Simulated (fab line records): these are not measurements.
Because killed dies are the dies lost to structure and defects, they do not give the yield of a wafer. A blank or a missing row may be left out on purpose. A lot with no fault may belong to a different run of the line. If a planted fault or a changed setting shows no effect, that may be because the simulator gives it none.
Which tool did it?    flow n5Finfet    31 wafers from 11 lots sampled at 5 of the route's 1938 steps

== WHAT THE GAUGES READ, wafer by wafer ==
N5_BEOL_M4_RC_MEAS_101.
lot   measured      on         DIBL_N (mV/V)
L900  day 7 21:28   prober-02  39.4 37.9 40.5
L902  day 7 21:52   prober-01  34.6 32.8 31.4
L904  day 8 17:58   prober-01  37.8 38.2 36.8
L908  day 11 00:43  prober-02  37.0 35.3 33.9
L909  day 11 03:40  prober-01  40.9 37.9 39.6
L913  day 11 11:46  prober-01  36.1 36.9 35.0
L916  day 11 19:11  prober-02  34.9 38.4
L917  day 12 12:38  prober-02  37.7 38.0 38.6
L918  day 12 15:38  prober-02  37.8 36.7 36.5
L920  day 13 06:20  prober-02  37.1 35.6
L923  day 14 07:34  prober-01  33.8 38.3 32.8

== EACH LOT AND THE TOOL THAT RAN IT (in order: tool; ch and the chambers of the sampled wafers; start) ==
lot   N5_BEOL_M2_SPUTTER_92        N5_BEOL_M2_SPUTTER_94        N5_BEOL_M2_ANNEAL_95         N5_BEOL_M3_PECVD_72
L900  pvdSputter-02, day 6 23:50   pvdSputter-02, day 7 00:03   pvdSputter-02, day 7 00:08   pecvd-04 ch 0,1,2, day 7 01:34
L902  pvdSputter-01, day 7 03:14   pvdSputter-01, day 7 03:28   pvdSputter-01, day 7 03:32   pecvd-04 ch 1,2, day 7 04:57
L904  pvdSputter-01, day 8 01:16   pvdSputter-01, day 8 01:31   pvdSputter-01, day 8 01:35   pecvd-04 ch 0,2, day 8 02:58
L908  pvdSputter-02, day 10 05:56  pvdSputter-02, day 10 06:09  pvdSputter-02, day 10 06:14  pecvd-03 ch 0,2, day 10 07:35
L909  pvdSputter-01, day 10 06:03  pvdSputter-01, day 10 06:16  pvdSputter-01, day 10 06:21  pecvd-04 ch 0,2, day 10 07:44
L913  pvdSputter-01, day 10 12:13  pvdSputter-01, day 10 12:26  pvdSputter-01, day 10 12:31  pecvd-03 ch 0,1,2, day 10 14:04
L916  pvdSputter-01, day 10 17:21  pvdSputter-01, day 10 17:34  pvdSputter-01, day 10 17:39  pecvd-03 ch 1,2, day 10 19:00
L917  pvdSputter-01, day 11 06:42  pvdSputter-01, day 11 06:55  pvdSputter-01, day 11 07:00  pecvd-03 ch 2, day 11 08:47
L918  pvdSputter-01, day 11 09:28  pvdSputter-01, day 11 09:41  pvdSputter-01, day 11 09:46  pecvd-03 ch 1, day 11 11:14
L920  pvdSputter-01, day 12 09:08  pvdSputter-01, day 12 09:22  pvdSputter-01, day 12 09:26  pecvd-03 ch 0,1, day 12 10:48
L923  pvdSputter-03, day 13 10:28  pvdSputter-03, day 13 10:41  pvdSputter-03, day 13 10:46  pecvd-04 ch 0,2, day 13 12:08
- N5_BEOL_M2_SPUTTER_92: material Cu, target thk 4.5 nm, time 8.29 s.
- N5_BEOL_M2_SPUTTER_94: material Cu, target thk 4.5 nm, time 8.29 s.
- N5_BEOL_M2_ANNEAL_95: time 240 s.
- N5_BEOL_M3_PECVD_72: deposits SiO2 from TEOS/O2, target thk 16 nm, time 18 s.

== THE ANSWER, worked out from the rows above alone ==
Rule: the usual values come from the lots themselves. The widest of any qualifying gaps counts: lots, ordered by their means at a reading, are off when they make up no more than a third of the lots, leave a main group of 4 or more, and stand apart from it by 3 or more times the standard deviation of that group's means. A main group is skipped when, at the precision printed for the reading in the tables above, its means are all equal. A lot without any number at a reading at which 4 lots or more have one is off too. Any other lot the step has rows for is counted as sound.
Nothing can be told from this: no lot is off at any reading shown.

== WHAT THE SIMULATOR HAD INSERTED ==
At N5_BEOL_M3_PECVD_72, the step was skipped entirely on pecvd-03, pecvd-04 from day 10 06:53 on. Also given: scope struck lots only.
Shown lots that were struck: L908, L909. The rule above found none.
